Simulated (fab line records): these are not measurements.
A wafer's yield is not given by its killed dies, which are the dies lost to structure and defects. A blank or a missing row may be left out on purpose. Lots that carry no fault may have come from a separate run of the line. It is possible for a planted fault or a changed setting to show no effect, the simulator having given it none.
fab line records :: flow n5Finfet
[record]
  lots = 7
  wafers = 39
route steps=1938 shown WELL_APT@55 DUMMY_GATE@237 GATE_CUT@469
startH: hours from the record's first day to the start of the lot's first wafer shown :: waitH: hours from the lot's prior step to this one :: " the same as in the row above :: L1.1+2: a row that stands for several wafers :: - no value present, or no start provided :: * or withheld: withheld :: < > ~ a bound
route shown NAME@n: a module of which the file shows steps, and the number in the route of the first :: usual: mean/standard deviation of fault-free wafers :: same: alike in all rows :: chamber/n: place in a boat :: sites: per-site readings :: _std_site: the values' standard deviation :: _edge_site: mean of outer sites minus mean of inner sites :: radiusMm: for every site, how far away it sits from the centre of the wafer :: mask NAME#n: copy n :: behind: the tool/chamber that last shaped the wafer :: hold: reason for holding the lot/hours on hold/outcome of the hold :: device: whichever transistor did not switch (one of n, p or np) :: end of line: tests of these same wafers at the route's end :: a step given without rows: its recipe and nothing more :: killed: not the wafer's yield, but the dies lost to structure and defects at the first sort :: map: a wafer's dies, marking killed ones x, the rest . and places with no die _
set.NAME: setting as actually run; set.NAME@STEP: the setting as run at that earlier step :: model.NAME: the simulator's own value behind a step, which no gauge read
lots where settings were altered on purpose, with a table for each step and a row for each wafer
[[steps]]
[step N5_WELL_APT_EPI_41]
[recipe]
  material = Si
  targetThkA = 500
  tempC = 650
  precursor = SiH4/H2
  pressureTorr = 20
  timeS = 297.7
lot.wafer: L074.1
tool: epiRpcvd-03
chamber: 0
startH: 16.35
waitH: 0.0
set.targetThkA: 483.7
model.Si_of_WELL_APT_EPI_41.thkNm: 48.47

lot.wafer: L074.2
tool: epiRpcvd-03
chamber: 0
startH: 16.35
waitH: 0.0
set.targetThkA: 483.7
model.Si_of_WELL_APT_EPI_41.thkNm: 47.68

lot.wafer: L074.3
tool: epiRpcvd-03
chamber: 0
startH: 16.35
waitH: 0.0
set.targetThkA: 483.7
model.Si_of_WELL_APT_EPI_41.thkNm: 47.56

lot.wafer: L074.4
tool: epiRpcvd-03
chamber: 0
startH: 16.35
waitH: 0.0
set.targetThkA: 500
model.Si_of_WELL_APT_EPI_41.thkNm: 49.51

lot.wafer: L074.5
tool: epiRpcvd-03
chamber: 0
startH: 16.35
waitH: 0.0
set.targetThkA: 500
model.Si_of_WELL_APT_EPI_41.thkNm: 49.68

lot.wafer: L074.6
tool: epiRpcvd-03
chamber: 0
startH: 16.35
waitH: 0.0
set.targetThkA: 500
model.Si_of_WELL_APT_EPI_41.thkNm: 49.57

lot.wafer: L077.1
tool: epiRpcvd-02
chamber: 0
startH: 34.64
waitH: 0.0
set.targetThkA: 538.5
model.Si_of_WELL_APT_EPI_41.thkNm: 53.53

lot.wafer: L077.2
tool: epiRpcvd-02
chamber: 0
startH: 34.64
waitH: 0.0
set.targetThkA: 500
model.Si_of_WELL_APT_EPI_41.thkNm: 48.87

lot.wafer: L077.3
tool: epiRpcvd-02
chamber: 0
startH: 34.64
waitH: 0.0
set.targetThkA: 500
model.Si_of_WELL_APT_EPI_41.thkNm: 49.39

lot.wafer: L077.4
tool: epiRpcvd-02
chamber: 0
startH: 34.64
waitH: 0.0
set.targetThkA: 538.5
model.Si_of_WELL_APT_EPI_41.thkNm: 52.82

lot.wafer: L077.5
tool: epiRpcvd-02
chamber: 0
startH: 34.64
waitH: 0.0
set.targetThkA: 500
model.Si_of_WELL_APT_EPI_41.thkNm: 50.18

lot.wafer: L077.6
tool: epiRpcvd-02
chamber: 0
startH: 34.64
waitH: 0.0
set.targetThkA: 538.5
model.Si_of_WELL_APT_EPI_41.thkNm: 53.1

lot.wafer: L078.1
tool: epiRpcvd-03
chamber: 0
startH: 40.31
waitH: 0.0
set.targetThkA: 500
model.Si_of_WELL_APT_EPI_41.thkNm: 50.84

lot.wafer: L078.2
tool: epiRpcvd-03
chamber: 0
startH: 40.31
waitH: 0.0
set.targetThkA: 515.1
model.Si_of_WELL_APT_EPI_41.thkNm: 51.99

lot.wafer: L078.3
tool: epiRpcvd-03
chamber: 0
startH: 40.31
waitH: 0.0
set.targetThkA: 500
model.Si_of_WELL_APT_EPI_41.thkNm: 50.86

lot.wafer: L078.4
tool: epiRpcvd-03
chamber: 0
startH: 40.31
waitH: 0.0
set.targetThkA: 500
model.Si_of_WELL_APT_EPI_41.thkNm: 50.71

lot.wafer: L078.5
tool: epiRpcvd-03
chamber: 0
startH: 40.31
waitH: 0.0
set.targetThkA: 515.1
model.Si_of_WELL_APT_EPI_41.thkNm: 51.96

lot.wafer: L078.6
tool: epiRpcvd-03
chamber: 0
startH: 40.31
waitH: 0.0
set.targetThkA: 515.1
model.Si_of_WELL_APT_EPI_41.thkNm: 51.34

lot.wafer: L083.1
tool: epiRpcvd-02
chamber: 0
startH: 70.53
waitH: 0.0
set.targetThkA: 500
model.Si_of_WELL_APT_EPI_41.thkNm: 49.15

lot.wafer: L083.2
tool: epiRpcvd-02
chamber: 0
startH: 70.53
waitH: 0.0
set.targetThkA: 474.9
model.Si_of_WELL_APT_EPI_41.thkNm: 46.47

lot.wafer: L083.3
tool: epiRpcvd-02
chamber: 0
startH: 70.53
waitH: 0.0
set.targetThkA: 474.9
model.Si_of_WELL_APT_EPI_41.thkNm: 46.98

lot.wafer: L083.4
tool: epiRpcvd-02
chamber: 0
startH: 70.53
waitH: 0.0
set.targetThkA: 500
model.Si_of_WELL_APT_EPI_41.thkNm: 48.8

lot.wafer: L083.5
tool: epiRpcvd-02
chamber: 0
startH: 70.53
waitH: 0.0
set.targetThkA: 500
model.Si_of_WELL_APT_EPI_41.thkNm: 49.41

lot.wafer: L083.6
tool: epiRpcvd-02
chamber: 0
startH: 70.53
waitH: 0.0
set.targetThkA: 474.9
model.Si_of_WELL_APT_EPI_41.thkNm: 46.28

lot.wafer: L089.2
tool: epiRpcvd-04
chamber: 0
startH: 105.99
waitH: 0.1
set.targetThkA: 500
model.Si_of_WELL_APT_EPI_41.thkNm: 49.97

lot.wafer: L089.5
tool: epiRpcvd-04
chamber: 0
startH: 105.99
waitH: 0.1
set.targetThkA: 500
model.Si_of_WELL_APT_EPI_41.thkNm: 51.14

lot.wafer: L089.6
tool: epiRpcvd-04
chamber: 0
startH: 105.99
waitH: 0.1
set.targetThkA: 500
model.Si_of_WELL_APT_EPI_41.thkNm: 50.3

lot.wafer: L094.1
tool: epiRpcvd-04
chamber: 0
startH: 136.19
waitH: 0.0
set.targetThkA: 524.1
model.Si_of_WELL_APT_EPI_41.thkNm: 52.45

lot.wafer: L094.2
tool: epiRpcvd-04
chamber: 0
startH: 136.19
waitH: 0.0
set.targetThkA: 500
model.Si_of_WELL_APT_EPI_41.thkNm: 50.01

lot.wafer: L094.3
tool: epiRpcvd-04
chamber: 0
startH: 136.19
waitH: 0.0
set.targetThkA: 500
model.Si_of_WELL_APT_EPI_41.thkNm: 50.21

lot.wafer: L094.4
tool: epiRpcvd-04
chamber: 0
startH: 136.19
waitH: 0.0
set.targetThkA: 524.1
model.Si_of_WELL_APT_EPI_41.thkNm: 52.67

lot.wafer: L094.5
tool: epiRpcvd-04
chamber: 0
startH: 136.19
waitH: 0.0
set.targetThkA: 524.1
model.Si_of_WELL_APT_EPI_41.thkNm: 52.57

lot.wafer: L094.6
tool: epiRpcvd-04
chamber: 0
startH: 136.19
waitH: 0.0
set.targetThkA: 500
model.Si_of_WELL_APT_EPI_41.thkNm: 50.88

lot.wafer: L097.1
tool: epiRpcvd-02
chamber: 0
startH: 154.09
waitH: 0.0
set.targetThkA: 500
model.Si_of_WELL_APT_EPI_41.thkNm: 50.02

lot.wafer: L097.2
tool: epiRpcvd-02
chamber: 0
startH: 154.09
waitH: 0.0
set.targetThkA: 471.4
model.Si_of_WELL_APT_EPI_41.thkNm: 47.05

lot.wafer: L097.3
tool: epiRpcvd-02
chamber: 0
startH: 154.09
waitH: 0.0
set.targetThkA: 500
model.Si_of_WELL_APT_EPI_41.thkNm: 50.79

lot.wafer: L097.4
tool: epiRpcvd-02
chamber: 0
startH: 154.09
waitH: 0.0
set.targetThkA: 471.4
model.Si_of_WELL_APT_EPI_41.thkNm: 47.01

lot.wafer: L097.5
tool: epiRpcvd-02
chamber: 0
startH: 154.09
waitH: 0.0
set.targetThkA: 471.4
model.Si_of_WELL_APT_EPI_41.thkNm: 47.14

lot.wafer: L097.6
tool: epiRpcvd-02
chamber: 0
startH: 154.09
waitH: 0.0
set.targetThkA: 500
model.Si_of_WELL_APT_EPI_41.thkNm: 50.52
[step N5_DUMMY_GATE_ETCH_37]
[recipe]
  chemistry = N2/H2
  target = SOC
  targetDepthA = 600
  overetchA = 300
  tempC = 40
  ionEnergyEv = 200
  pressureMtorr = 30
  sourceW = 840
  biasW = 150
  n2FlowSccm = 200
  h2FlowSccm = 200
[usual]
  rfVppV = 523.3/2.4
lot.wafer: L074.1
tool: rieDiel-01
chamber: 1
startH: 46.72
waitH: 0.0
set.sourceW: 840
rfVppV: 522.6

lot.wafer: L074.2
tool: rieDiel-01
chamber: 3
startH: 46.72
waitH: 0.0
set.sourceW: 840
rfVppV: 524.6

lot.wafer: L074.3
tool: rieDiel-01
chamber: 0
startH: 46.72
waitH: 0.0
set.sourceW: 840
rfVppV: 526.3

lot.wafer: L074.4
tool: rieDiel-01
chamber: 2
startH: 46.72
waitH: 0.0
set.sourceW: 840
rfVppV: 527.3

lot.wafer: L074.5
tool: rieDiel-01
chamber: 0
startH: 46.72
waitH: 0.0
set.sourceW: 840
rfVppV: 524.8

lot.wafer: L074.6
tool: rieDiel-01
chamber: 1
startH: 46.72
waitH: 0.0
set.sourceW: 840
rfVppV: 521.8

lot.wafer: L077.1
tool: rieDiel-03
chamber: 3
startH: 63.69
waitH: 0.0
set.sourceW: 840
rfVppV: 525.9

lot.wafer: L077.2
tool: rieDiel-03
chamber: 2
startH: 63.69
waitH: 0.0
set.sourceW: 840
rfVppV: 523.3

lot.wafer: L077.3
tool: rieDiel-03
chamber: 0
startH: 63.69
waitH: 0.0
set.sourceW: 840
rfVppV: 524.3

lot.wafer: L077.4
tool: rieDiel-03
chamber: 1
startH: 63.69
waitH: 0.0
set.sourceW: 840
rfVppV: 522.3

lot.wafer: L077.5
tool: rieDiel-03
chamber: 3
startH: 63.69
waitH: 0.0
set.sourceW: 840
rfVppV: 526.0

lot.wafer: L077.6
tool: rieDiel-03
chamber: 2
startH: 63.69
waitH: 0.0
set.sourceW: 840
rfVppV: 522.4

lot.wafer: L078.1
tool: rieDiel-02
chamber: 3
startH: 69.89
waitH: 0.0
set.sourceW: 989.4
rfVppV: 494.2

lot.wafer: L078.2
tool: rieDiel-02
chamber: 0
startH: 69.89
waitH: 0.0
set.sourceW: 840
rfVppV: 526.0

lot.wafer: L078.3
tool: rieDiel-02
chamber: 1
startH: 69.89
waitH: 0.0
set.sourceW: 989.4
rfVppV: 494.8

lot.wafer: L078.4
tool: rieDiel-02
chamber: 2
startH: 69.89
waitH: 0.0
set.sourceW: 840
rfVppV: 519.2

lot.wafer: L078.5
tool: rieDiel-02
chamber: 3
startH: 69.89
waitH: 0.0
set.sourceW: 989.4
rfVppV: 493.6

lot.wafer: L078.6
tool: rieDiel-02
chamber: 2
startH: 69.89
waitH: 0.0
set.sourceW: 840
rfVppV: 520.2

lot.wafer: L083.1
tool: rieDiel-03
chamber: 1
startH: 101.39
waitH: 0.0
set.sourceW: 840
rfVppV: 523.6

lot.wafer: L083.2
tool: rieDiel-03
chamber: 2
startH: 101.39
waitH: 0.0
set.sourceW: 840
rfVppV: 524.2

lot.wafer: L083.3
tool: rieDiel-03
chamber: 0
startH: 101.39
waitH: 0.0
set.sourceW: 747.9
rfVppV: 545.2

lot.wafer: L083.4
tool: rieDiel-03
chamber: 3
startH: 101.39
waitH: 0.0
set.sourceW: 747.9
rfVppV: 546.9

lot.wafer: L083.5
tool: rieDiel-03
chamber: 2
startH: 101.39
waitH: 0.0
set.sourceW: 747.9
rfVppV: 542.6

lot.wafer: L083.6
tool: rieDiel-03
chamber: 3
startH: 101.39
waitH: 0.0
set.sourceW: 840
rfVppV: 526.0

lot.wafer: L089.2
tool: rieDiel-03
chamber: 1
startH: 138.41
waitH: 0.0
set.sourceW: 840
rfVppV: 522.8

lot.wafer: L089.5
tool: rieDiel-03
chamber: 2
startH: 138.41
waitH: 0.0
set.sourceW: 840
rfVppV: 522.6

lot.wafer: L089.6
tool: rieDiel-03
chamber: 1
startH: 138.41
waitH: 0.0
set.sourceW: 840
rfVppV: 522.0

lot.wafer: L094.1
tool: rieDiel-02
chamber: 1
startH: 166.15
waitH: 0.0
set.sourceW: 741.1
rfVppV: 541.2

lot.wafer: L094.2
tool: rieDiel-02
chamber: 2
startH: 166.15
waitH: 0.0
set.sourceW: 741.1
rfVppV: 541.7

lot.wafer: L094.3
tool: rieDiel-02
chamber: 0
startH: 166.15
waitH: 0.0
set.sourceW: 840
rfVppV: 524.9

lot.wafer: L094.4
tool: rieDiel-02
chamber: 0
startH: 166.15
waitH: 0.0
set.sourceW: 840
rfVppV: 525.3

lot.wafer: L094.5
tool: rieDiel-02
chamber: 2
startH: 166.15
waitH: 0.0
set.sourceW: 741.1
rfVppV: 541.6

lot.wafer: L094.6
tool: rieDiel-02
chamber: 1
startH: 166.15
waitH: 0.0
set.sourceW: 840
rfVppV: 520.8

lot.wafer: L097.1
tool: rieDiel-02
chamber: 2
startH: 185.51
waitH: 0.0
set.sourceW: 840
rfVppV: 520.5

lot.wafer: L097.2
tool: rieDiel-02
chamber: 1
startH: 185.51
waitH: 0.0
set.sourceW: 786.7
rfVppV: 530.1

lot.wafer: L097.3
tool: rieDiel-02
chamber: 3
startH: 185.51
waitH: 0.0
set.sourceW: 840
rfVppV: 521.3

lot.wafer: L097.4
tool: rieDiel-02
chamber: 0
startH: 185.51
waitH: 0.0
set.sourceW: 840
rfVppV: 524.8

lot.wafer: L097.5
tool: rieDiel-02
chamber: 3
startH: 185.51
waitH: 0.0
set.sourceW: 786.7
rfVppV: 533.1

lot.wafer: L097.6
tool: rieDiel-02
chamber: 2
startH: 185.51
waitH: 0.0
set.sourceW: 786.7
rfVppV: 532.3
[step N5_DUMMY_GATE_ETCH_32]
[recipe]
  chemistry = CF4
  target = SiO2
  targetDepthA = 35
  timeS = 3.9
  ionEnergyEv = 350
  pressureMtorr = 10
  icpW = 800
  biasW = 400
  cf4FlowSccm = 80
lot.wafer: L074.1
tool: rieSi-04
chamber: 0
startH: 47.24
waitH: 0.1
set.timeS: 3.141
model.etch.depthNm: 2.715

lot.wafer: L074.2
tool: rieSi-04
chamber: 1
startH: 47.24
waitH: 0.1
set.timeS: 3.9
model.etch.depthNm: 3.507

lot.wafer: L074.3
tool: rieSi-04
chamber: 2
startH: 47.24
waitH: 0.1
set.timeS: 3.141
model.etch.depthNm: 2.831

lot.wafer: L074.4
tool: rieSi-04
chamber: 3
startH: 47.24
waitH: 0.1
set.timeS: 3.9
model.etch.depthNm: 3.585

lot.wafer: L074.5
tool: rieSi-04
chamber: 3
startH: 47.24
waitH: 0.1
set.timeS: 3.141
model.etch.depthNm: 2.876

lot.wafer: L074.6
tool: rieSi-04
chamber: 0
startH: 47.24
waitH: 0.1
set.timeS: 3.9
model.etch.depthNm: 3.37

lot.wafer: L077.1
tool: rieSi-02
chamber: 3
startH: 64.22
waitH: 0.1
set.timeS: 3.424
model.etch.depthNm: 3.167

lot.wafer: L077.2
tool: rieSi-02
chamber: 2
startH: 64.22
waitH: 0.1
set.timeS: 3.9
model.etch.depthNm: 3.375

lot.wafer: L077.3
tool: rieSi-02
chamber: 0
startH: 64.22
waitH: 0.1
set.timeS: 3.9
model.etch.depthNm: 3.477

lot.wafer: L077.4
tool: rieSi-02
chamber: 1
startH: 64.22
waitH: 0.1
set.timeS: 3.424
model.etch.depthNm: 2.838

lot.wafer: L077.5
tool: rieSi-02
chamber: 1
startH: 64.22
waitH: 0.1
set.timeS: 3.424
model.etch.depthNm: 2.83

lot.wafer: L077.6
tool: rieSi-02
chamber: 0
startH: 64.22
waitH: 0.1
set.timeS: 3.9
model.etch.depthNm: 3.476

lot.wafer: L078.1
tool: rieSi-05
chamber: 0
startH: 70.42
waitH: 0.1
set.timeS: 4.19
model.etch.depthNm: 3.894

lot.wafer: L078.2
tool: rieSi-05
chamber: 2
startH: 70.42
waitH: 0.1
set.timeS: 4.19
model.etch.depthNm: 3.69

lot.wafer: L078.3
tool: rieSi-05
chamber: 1
startH: 70.42
waitH: 0.1
set.timeS: 4.19
model.etch.depthNm: 3.875

lot.wafer: L078.4
tool: rieSi-05
chamber: 2
startH: 70.42
waitH: 0.1
set.timeS: 3.9
model.etch.depthNm: 3.447

lot.wafer: L078.5
tool: rieSi-05
chamber: 0
startH: 70.42
waitH: 0.1
set.timeS: 3.9
model.etch.depthNm: 3.606

lot.wafer: L078.6
tool: rieSi-05
chamber: 1
startH: 70.42
waitH: 0.1
set.timeS: 3.9
model.etch.depthNm: 3.688

lot.wafer: L083.1
tool: rieSi-04
chamber: 1
startH: 101.92
waitH: 0.1
set.timeS: 4.448
model.etch.depthNm: 3.989

lot.wafer: L083.2
tool: rieSi-04
chamber: 0
startH: 101.92
waitH: 0.1
set.timeS: 4.448
model.etch.depthNm: 3.906

lot.wafer: L083.3
tool: rieSi-04
chamber: 3
startH: 101.92
waitH: 0.1
set.timeS: 3.9
model.etch.depthNm: 3.568

lot.wafer: L083.4
tool: rieSi-04
chamber: 2
startH: 101.92
waitH: 0.1
set.timeS: 3.9
model.etch.depthNm: 3.515

lot.wafer: L083.5
tool: rieSi-04
chamber: 3
startH: 101.92
waitH: 0.1
set.timeS: 4.448
model.etch.depthNm: 4.068

lot.wafer: L083.6
tool: rieSi-04
chamber: 0
startH: 101.92
waitH: 0.1
set.timeS: 3.9
model.etch.depthNm: 3.41

lot.wafer: L089.2
tool: rieSi-02
chamber: 3
startH: 138.93
waitH: 0.1
set.timeS: 3.9
model.etch.depthNm: 3.614

lot.wafer: L089.5
tool: rieSi-02
chamber: 2
startH: 138.93
waitH: 0.1
set.timeS: 3.9
model.etch.depthNm: 3.315

lot.wafer: L089.6
tool: rieSi-02
chamber: 1
startH: 138.93
waitH: 0.1
set.timeS: 3.9
model.etch.depthNm: 3.219

lot.wafer: L094.1+6
tool: rieSi-02
chamber: 0
startH: 166.67
waitH: 0.1
set.timeS: 4.159
model.etch.depthNm: 3.824

lot.wafer: L094.2
tool: rieSi-02
chamber: 3
startH: 166.67
waitH: 0.1
set.timeS: 4.159
model.etch.depthNm: 3.906

lot.wafer: L094.3
tool: rieSi-02
chamber: 2
startH: 166.67
waitH: 0.1
set.timeS: 3.9
model.etch.depthNm: 3.444

lot.wafer: L094.4
tool: rieSi-02
chamber: 1
startH: 166.67
waitH: 0.1
set.timeS: 3.9
model.etch.depthNm: 3.299

lot.wafer: L094.5
tool: rieSi-02
chamber: 3
startH: 166.67
waitH: 0.1
set.timeS: 3.9
model.etch.depthNm: 3.678

lot.wafer: L097.1
tool: rieSi-05
chamber: 0
startH: 186.21
waitH: 0.1
set.timeS: 3.019
model.etch.depthNm: 2.696

lot.wafer: L097.2
tool: rieSi-05
chamber: 1
startH: 186.21
waitH: 0.1
set.timeS: 3.019
model.etch.depthNm: 2.781

lot.wafer: L097.3
tool: rieSi-05
chamber: 2
startH: 186.21
waitH: 0.1
set.timeS: 3.019
model.etch.depthNm: 2.662

lot.wafer: L097.4
tool: rieSi-05
chamber: 3
startH: 186.21
waitH: 0.1
set.timeS: 3.9
model.etch.depthNm: 3.504

lot.wafer: L097.5
tool: rieSi-05
chamber: 3
startH: 186.21
waitH: 0.1
set.timeS: 3.9
model.etch.depthNm: 3.49

lot.wafer: L097.6
tool: rieSi-05
chamber: 0
startH: 186.21
waitH: 0.1
set.timeS: 3.9
model.etch.depthNm: 3.538
[step N5_GATE_CUT_ETCH_58]
[recipe]
  chemistry = CH3F/O2
  target = SiNx
  targetDepthA = 170
  timeS = 128.6
  ionEnergyEv = 50
  pressureMtorr = 30
  sourceW = 415
  biasW = 21
  Ar_flow_sccm = 150
  CH3F_flow_sccm = 30
  O2_flow_sccm = 20
[usual]
  rfVppV = 99.1/0.85
lot.wafer: L074.1
tool: rieDiel-03
chamber: 2
startH: 80.30
waitH: 0.0
set.biasW: 21
rfVppV: 99.5
model.etch.depthNm: 17.3

lot.wafer: L074.2
tool: rieDiel-03
chamber: 3
startH: 80.30
waitH: 0.0
set.biasW: 21
rfVppV: 97.6
model.etch.depthNm: 16.59

lot.wafer: L074.3
tool: rieDiel-03
chamber: 0
startH: 80.30
waitH: 0.0
set.biasW: 23.34
rfVppV: 106.0
model.etch.depthNm: 17.49

lot.wafer: L074.4
tool: rieDiel-03
chamber: 1
startH: 80.30
waitH: 0.0
set.biasW: 21
rfVppV: 98.6
model.etch.depthNm: 16.28

lot.wafer: L074.5
tool: rieDiel-03
chamber: 2
startH: 80.30
waitH: 0.0
set.biasW: 23.34
rfVppV: 104.8
model.etch.depthNm: 18.04

lot.wafer: L074.6
tool: rieDiel-03
chamber: 3
startH: 80.30
waitH: 0.0
set.biasW: 23.34
rfVppV: 105.4
model.etch.depthNm: 17.37

lot.wafer: L077.1
tool: rieDiel-03
chamber: 3
startH: 98.04
waitH: 0.0
set.biasW: 19.57
rfVppV: 95.2
model.etch.depthNm: 16.21

lot.wafer: L077.2
tool: rieDiel-03
chamber: 2
startH: 98.04
waitH: 0.0
set.biasW: 21
rfVppV: 98.9
model.etch.depthNm: 17.04

lot.wafer: L077.3
tool: rieDiel-03
chamber: 0
startH: 98.04
waitH: 0.0
set.biasW: 21
rfVppV: 100.4
model.etch.depthNm: 16.61

lot.wafer: L077.4
tool: rieDiel-03
chamber: 1
startH: 98.04
waitH: 0.0
set.biasW: 21
rfVppV: 100.2
model.etch.depthNm: 16.44

lot.wafer: L077.5
tool: rieDiel-03
chamber: 2
startH: 98.04
waitH: 0.0
set.biasW: 19.57
rfVppV: 95.5
model.etch.depthNm: 16.48

lot.wafer: L077.6
tool: rieDiel-03
chamber: 3
startH: 98.04
waitH: 0.0
set.biasW: 19.57
rfVppV: 95.9
model.etch.depthNm: 16

lot.wafer: L078.1
tool: rieDiel-03
chamber: 2
startH: 103.02
waitH: 0.0
set.biasW: 22.48
rfVppV: 103.1
model.etch.depthNm: 17.76

lot.wafer: L078.2
tool: rieDiel-03
chamber: 3
startH: 103.02
waitH: 0.0
set.biasW: 22.48
rfVppV: 103.3
model.etch.depthNm: 17.29

lot.wafer: L078.3
tool: rieDiel-03
chamber: 0
startH: 103.02
waitH: 0.0
set.biasW: 21
rfVppV: 99.2
model.etch.depthNm: 16.78

lot.wafer: L078.4
tool: rieDiel-03
chamber: 1
startH: 103.02
waitH: 0.0
set.biasW: 21
rfVppV: 96.9
model.etch.depthNm: 16.5

lot.wafer: L078.5
tool: rieDiel-03
chamber: 3
startH: 103.02
waitH: 0.0
set.biasW: 21
rfVppV: 100.2
model.etch.depthNm: 16.68

lot.wafer: L078.6
tool: rieDiel-03
chamber: 2
startH: 103.02
waitH: 0.0
set.biasW: 22.48
rfVppV: 104.1
model.etch.depthNm: 17.68

lot.wafer: L083.1
tool: rieDiel-02
chamber: 1
startH: 134.40
waitH: 0.0
set.biasW: 21
rfVppV: 98.8
model.etch.depthNm: 16.64

lot.wafer: L083.2
tool: rieDiel-02
chamber: 0
startH: 134.40
waitH: 0.0
set.biasW: 22.57
rfVppV: 104.7
model.etch.depthNm: 17.8

lot.wafer: L083.3
tool: rieDiel-02
chamber: 2
startH: 134.40
waitH: 0.0
set.biasW: 21
rfVppV: 98.6
model.etch.depthNm: 17.38

lot.wafer: L083.4
tool: rieDiel-02
chamber: 3
startH: 134.40
waitH: 0.0
set.biasW: 21
rfVppV: 99.3
model.etch.depthNm: 16.99

lot.wafer: L083.5
tool: rieDiel-02
chamber: 3
startH: 134.40
waitH: 0.0
set.biasW: 22.57
rfVppV: 103.6
model.etch.depthNm: 17.47

lot.wafer: L083.6
tool: rieDiel-02
chamber: 2
startH: 134.40
waitH: 0.0
set.biasW: 22.57
rfVppV: 102.5
model.etch.depthNm: 18.05

lot.wafer: L089.2
tool: rieDiel-02
chamber: 3
startH: 173.13
waitH: 0.1
set.biasW: 21
rfVppV: 99.6
model.etch.depthNm: 16.87

lot.wafer: L089.5
tool: rieDiel-02
chamber: 0
startH: 173.13
waitH: 0.1
set.biasW: 21
rfVppV: 99.4
model.etch.depthNm: 17.19

lot.wafer: L089.6
tool: rieDiel-02
chamber: 3
startH: 173.13
waitH: 0.1
set.biasW: 21
rfVppV: 98.8
model.etch.depthNm: 16.84

lot.wafer: L094.1
tool: rieDiel-02
chamber: 1
startH: 198.65
waitH: 0.1
set.biasW: 21
rfVppV: 98.2
model.etch.depthNm: 16.83

lot.wafer: L094.2
tool: rieDiel-02
chamber: 0
startH: 198.65
waitH: 0.1
set.biasW: 21
rfVppV: 98.3
model.etch.depthNm: 17.61

lot.wafer: L094.3
tool: rieDiel-02
chamber: 3
startH: 198.65
waitH: 0.1
set.biasW: 21
rfVppV: 98.3
model.etch.depthNm: 17.09

lot.wafer: L094.4
tool: rieDiel-02
chamber: 2
startH: 198.65
waitH: 0.1
set.biasW: 24.27
rfVppV: 108.1
model.etch.depthNm: 18.45

lot.wafer: L094.5
tool: rieDiel-02
chamber: 2
startH: 198.65
waitH: 0.1
set.biasW: 24.27
rfVppV: 109.7
model.etch.depthNm: 18.61

lot.wafer: L094.6
tool: rieDiel-02
chamber: 3
startH: 198.65
waitH: 0.1
set.biasW: 24.27
rfVppV: 108.1
model.etch.depthNm: 18.2

lot.wafer: L097.1
tool: rieDiel-03
chamber: 0
startH: 220.03
waitH: 0.0
set.biasW: 17.77
rfVppV: 90.1
model.etch.depthNm: 15.67

lot.wafer: L097.2
tool: rieDiel-03
chamber: 3
startH: 220.03
waitH: 0.0
set.biasW: 21
rfVppV: 97.7
model.etch.depthNm: 16.68

lot.wafer: L097.3
tool: rieDiel-03
chamber: 1
startH: 220.03
waitH: 0.0
set.biasW: 21
rfVppV: 99.2
model.etch.depthNm: 17.19

lot.wafer: L097.4
tool: rieDiel-03
chamber: 2
startH: 220.03
waitH: 0.0
set.biasW: 17.77
rfVppV: 88.9
model.etch.depthNm: 16.15

lot.wafer: L097.5
tool: rieDiel-03
chamber: 3
startH: 220.03
waitH: 0.0
set.biasW: 17.77
rfVppV: 89.0
model.etch.depthNm: 15.52

lot.wafer: L097.6
tool: rieDiel-03
chamber: 0
startH: 220.03
waitH: 0.0
set.biasW: 21
rfVppV: 99.4
model.etch.depthNm: 16.87
[[key]]
[split]
  step = N5_WELL_APT_EPI_41
  setting = targetThkA
  stated = 500
  by = wafer
[response]
  step = N5_WELL_APT_EPI_41
  reading = model.Si_of_WELL_APT_EPI_41.thkNm
  change = +0.495
  per = 1%
  r = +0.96
[split]
  step = N5_DUMMY_GATE_ETCH_37
  setting = sourceW
  stated = 840
  by = wafer
[response]
  step = N5_DUMMY_GATE_ETCH_37
  reading = rfVppV
  change = -1.6
  per = 1%
  r = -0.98
[split]
  step = N5_DUMMY_GATE_ETCH_32
  setting = timeS
  stated = 3.9
  by = wafer
[response]
  step = N5_DUMMY_GATE_ETCH_32
  reading = model.etch.depthNm
  change = +0.0363
  per = 1%
  r = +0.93
[split]
  step = N5_GATE_CUT_ETCH_58
  setting = biasW
  stated = 21
  by = wafer
[response]
  step = N5_GATE_CUT_ETCH_58
  reading = rfVppV
  change = +0.637
  per = 1%
  r = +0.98
[response]
  step = N5_GATE_CUT_ETCH_58
  reading = model.etch.depthNm
  change = +0.0827
  per = 1%
  r = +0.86
